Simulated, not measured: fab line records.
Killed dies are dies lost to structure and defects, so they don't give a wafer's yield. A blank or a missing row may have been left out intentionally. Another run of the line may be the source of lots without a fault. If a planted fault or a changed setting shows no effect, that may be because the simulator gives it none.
Split-lot experiment / flow n5-finfet / 7 lots, 21 wafers read, on a route of 1938 steps

## THE SPLIT
At N5_BEOL_M14_PEB_26 (peb time 90 s), the setting peb-temp-c was moved away from the recipe's 130 C on 9 of the 21 wafers read, by -1.1% to +2.4%. All remaining wafers had this setting at the recipe value.

## FROM THE SPLIT TO THE READING: what the file shows between them, 2 steps
- N5_BEOL_M14_DEVELOP_27: develop time 45 s
- N5_BEOL_M14_HARDBAKE_32: time 120 s

## THE READING
cd-nm, in nm, at N5_BEOL_M14_CD_MEAS_28 (target cd 284.4 nm). Typical for fault-free wafers on this fab line: 284.4 nm, with standard deviation 1.4 nm.

wafer=L074.1; tool, chamber at the split=litho-track-02, 0; peb-temp-c as run, C=128.6; against the recipe=-1.1%; cd-nm, nm=280.0; against lot-mates on the recipe=-4.4
wafer=L074.3; tool, chamber at the split=litho-track-02, 0; peb-temp-c as run, C=130; against the recipe=recipe; cd-nm, nm=284.4; against lot-mates on the recipe=-
wafer=L074.5; tool, chamber at the split=litho-track-02, 0; peb-temp-c as run, C=128.6; against the recipe=-1.1%; cd-nm, nm=279.1; against lot-mates on the recipe=-5.3
wafer=L075.2; tool, chamber at the split=litho-track-05, 0; peb-temp-c as run, C=130; against the recipe=recipe; cd-nm, nm=284.9; against lot-mates on the recipe=-
wafer=L075.3; tool, chamber at the split=litho-track-05, 0; peb-temp-c as run, C=130; against the recipe=recipe; cd-nm, nm=283.4; against lot-mates on the recipe=-
wafer=L075.5; tool, chamber at the split=litho-track-05, 0; peb-temp-c as run, C=130; against the recipe=recipe; cd-nm, nm=283.7; against lot-mates on the recipe=-
wafer=L080.1; tool, chamber at the split=litho-track-04, 0; peb-temp-c as run, C=130; against the recipe=recipe; cd-nm, nm=284.2; against lot-mates on the recipe=-
wafer=L080.2; tool, chamber at the split=litho-track-04, 0; peb-temp-c as run, C=133.1; against the recipe=+2.4%; cd-nm, nm=296.7; against lot-mates on the recipe=+12.5
wafer=L080.6; tool, chamber at the split=litho-track-04, 0; peb-temp-c as run, C=133.1; against the recipe=+2.4%; cd-nm, nm=296.5; against lot-mates on the recipe=+12.3
wafer=L079.2; tool, chamber at the split=litho-track-04, 0; peb-temp-c as run, C=128.6; against the recipe=-1.1%; cd-nm, nm=276.7; against lot-mates on the recipe=no lot-mate on the recipe
wafer=L079.3; tool, chamber at the split=litho-track-04, 0; peb-temp-c as run, C=128.6; against the recipe=-1.1%; cd-nm, nm=275.2; against lot-mates on the recipe=no lot-mate on the recipe
wafer=L079.4; tool, chamber at the split=litho-track-04, 0; peb-temp-c as run, C=128.6; against the recipe=-1.1%; cd-nm, nm=275.5; against lot-mates on the recipe=no lot-mate on the recipe
wafer=L083.1; tool, chamber at the split=litho-track-05, 0; peb-temp-c as run, C=130; against the recipe=recipe; cd-nm, nm=285.9; against lot-mates on the recipe=-
wafer=L083.3; tool, chamber at the split=litho-track-05, 0; peb-temp-c as run, C=130; against the recipe=recipe; cd-nm, nm=284.7; against lot-mates on the recipe=-
wafer=L083.6; tool, chamber at the split=litho-track-05, 0; peb-temp-c as run, C=130; against the recipe=recipe; cd-nm, nm=286.6; against lot-mates on the recipe=-
wafer=L084.1; tool, chamber at the split=litho-track-04, 0; peb-temp-c as run, C=130; against the recipe=recipe; cd-nm, nm=282.7; against lot-mates on the recipe=-
wafer=L084.2; tool, chamber at the split=litho-track-04, 0; peb-temp-c as run, C=130; against the recipe=recipe; cd-nm, nm=282.5; against lot-mates on the recipe=-
wafer=L084.3; tool, chamber at the split=litho-track-04, 0; peb-temp-c as run, C=130; against the recipe=recipe; cd-nm, nm=283.8; against lot-mates on the recipe=-
wafer=L096.1; tool, chamber at the split=litho-track-02, 0; peb-temp-c as run, C=131.2; against the recipe=+0.9%; cd-nm, nm=290.8; against lot-mates on the recipe=+4.1
wafer=L096.3; tool, chamber at the split=litho-track-02, 0; peb-temp-c as run, C=131.2; against the recipe=+0.9%; cd-nm, nm=291.6; against lot-mates on the recipe=+4.9
wafer=L096.4; tool, chamber at the split=litho-track-02, 0; peb-temp-c as run, C=130; against the recipe=recipe; cd-nm, nm=286.7; against lot-mates on the recipe=-

FIT RESULTS
A straight line over all 21 wafers: cd-nm changes by +5.79 nm for each +1% of peb-temp-c; r = +0.96; the points scatter about the line by 1.7 nm.
The same after taking each lot's own level away (the mean of its wafers on the recipe; 18 wafers): +5.03 nm for each +1%; r = +0.99; scatter 0.6 nm.
According to that fit, moving peb-temp-c by its largest amount changes the reading by 12 nm.
The span of the lots' own levels, 283.00 to 286.70 nm, comes to 2.6 times the standard deviation stated above.
So the slope is not independent of the lot-to-lot level: the two fits are not the same.
Check: +11.8 nm against its lot-mates is what the line predicts for one of the wafers moved furthest among these (+2.4%) when that wafer is left out of the fit. It came out at +12.5 nm against them.

## THE WHOLE CHAIN: every reading that the file lists as answering this split, in the file's order
step=N5_BEOL_M14_CD_MEAS_28; what it does=target cd 284.4 nm; reading=cd-nm; change (the file's fit)=+5.04 nm for each +1% of the setting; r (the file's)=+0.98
step=N5_BEOL_M14_DESCUM_33; what it does=chemistry O2, time 7.9 s; reading=BEOL_M14.cd-nm (the simulator's own value, which no gauge read); change (the file's fit)=+5.07 nm for each +1% of the setting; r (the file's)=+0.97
step=N5_BEOL_M14_ETCH_67; what it does=etches SiARC in CF4, target depth 143 nm, time 238.3 s; reading=BEOL_M14.cd-nm (the simulator's own value, which no gauge read); change (the file's fit)=+4.8 nm for each +1% of the setting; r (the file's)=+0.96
step=N5_BEOL_M14_TRENCH_ETCH_34; what it does=etches SiO2 in C4F8/O2/Ar, target depth 556.65 nm, time 126.9 s; reading=BEOL_M14.cd-nm (the simulator's own value, which no gauge read); change (the file's fit)=+4.48 nm for each +1% of the setting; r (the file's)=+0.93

## FILE'S OWN FIT
cd-nm changes by +5.04 nm for each +1% of peb-temp-c, r = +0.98.
